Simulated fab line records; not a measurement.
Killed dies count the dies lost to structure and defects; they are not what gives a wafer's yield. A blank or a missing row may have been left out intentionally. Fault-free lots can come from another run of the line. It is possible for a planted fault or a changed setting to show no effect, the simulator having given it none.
A struck lot beside a sound one | flow nandHarc | 14 steps out of a route of 1159
Sound: wafers L520.2, L520.4, L520.6. Struck: wafers L532.1, L532.6. The cause is named last.
Each step with rows lists, per side, the tool, then ch with its chambers, then its first start. Under that, the readings that differ: sound wafers | struck wafers | difference of the means | sigmas: that difference in standard deviations of wafers without a fault.
alike: readings with means less than 2 such deviations apart, plus words and numbers identical on both sides. not compared: withheld readings, readings lacking a value on some wafer, bounds such as >300 that could conceal the same value, and numbers that have no deviation in the record and whose values overlap.
The two part at a step that has a row with sigmas, a row that says differs or no value, or rows on one side only. When numbers do not overlap yet have no deviation, they are printed without sigmas and do not part them. Lack of a reading on every wafer of one side parts them only where that side has two or more wafers.

NHARC_A_SLIT_ETCH_26: etches the open film in C4F8/O2/Ar, time 90 s, target depth 400 nm.
  sound on harEtch-02 ch 0, day 15 12:10; struck on harEtch-02 ch 0,1, day 18 01:20
  alike: drypumpMotorCurrentA, rfFwdPowerW, showerheadPlenumPTorr, throttleValvePct
  not compared: rfHoursCounterH
then, 1 step without rows for these wafers: NHARC_A_SLIT_STRIP_28 (strips in O2/COS).
NHARC_A_SLIT_ETCH_29: etches the open film in CF4/O2, target depth 100 nm, overetch 10 nm, time 55 s.
  sound on rieDiel-02 ch 2,3, day 15 12:46; struck on rieDiel-02 ch 0, day 18 02:25
reading                  | sound       | struck  | difference | sigmas
drypumpMotorCurrentA (A) | 4.9 5.6 4.9 | 6.2 6.3 | +1.1       | +3
  alike: biasW, oesProductAu, rfFwdPowerW, rfVppV, showerheadPlenumPTorr, throttleValvePct
  not compared: rfHoursCounterH
NHARC_A_SLIT_STRIP_18: strips in O2.
  sound on rieDiel-02 ch 0,1; struck on rieDiel-02 ch 2,3
reading                  | sound             | struck      | difference | sigmas
drypumpMotorCurrentA (A) | 6.0 6.2 6.0       | 5.6 4.9     | -0.8       | -2
oesProductAu (a.u.)      | 0.977 1.004 0.971 | 1.029 1.005 | +0.033     | +2
  alike: rfVppV, showerheadPlenumPTorr, throttleValvePct
  not compared: rfHoursCounterH
then, 2 steps without rows for these wafers: NHARC_A_SLIT_PRECLEAN_19 (cleans in SC1); NHARC_A_SLIT_SRD_20.
NHARC_A_SLIT_CD_MEAS_21:
  sound on cdSem-03, day 15 13:17; struck on cdSem-03, day 18 02:58
  alike: cdNm
then, 3 steps without rows for these wafers: NHARC_A_SIN_REMOVE_WET_00 (chemistry H3PO4, time 15300 s); NHARC_A_SIN_REMOVE_PRECLEAN_01 (cleans in SC1); NHARC_A_SIN_REMOVE_SRD_02.
NHARC_A_SIN_REMOVE_INSPECT_04:
  sound on defectInspect-01, day 15 21:06; struck on defectInspect-02, day 18 10:37
reading        | sound       | struck  | difference | sigmas
rawDefectCount | 216 208 236 | 377 374 | +156       | +2
NHARC_A_WL_FILL_ALD_00: deposits Al2O3, target thk 3 nm, pulse time 3 s, ald cycles 30.
  sound on aldHk-03 ch 0,1,3, day 15 21:11; struck on aldHk-02 ch 3, day 18 10:43
reading   | sound    | struck | difference | sigmas
aldCycles | 30 30 30 | 11 11  | -19        | 
  alike: heaterPowerW, precursorPulseHeightRel
NHARC_A_WL_FILL_RTA_01: time 5 s.
  sound on rtpAnneal-02 ch 0, day 15 21:27; struck on rtpAnneal-01 ch 0, day 18 10:56
reading             | sound             | struck      | difference | sigmas
lampPowerPct (%)    | 29.62 29.68 29.66 | 30.33 30.26 | +0.64      | +2
lamp_zone_3_pct (%) | 29.63 29.66 29.67 | 30.25 30.24 | +0.59      | +2
  alike: wafer_temp_C_max
then, 1 step without rows for these wafers: NHARC_END_SORT_01.

== WHERE THEY PART ==
Last at NHARC_A_WL_FILL_RTA_01 as far as this record goes, first at NHARC_A_SLIT_ETCH_29.

WHY: whatever the simulator had introduced
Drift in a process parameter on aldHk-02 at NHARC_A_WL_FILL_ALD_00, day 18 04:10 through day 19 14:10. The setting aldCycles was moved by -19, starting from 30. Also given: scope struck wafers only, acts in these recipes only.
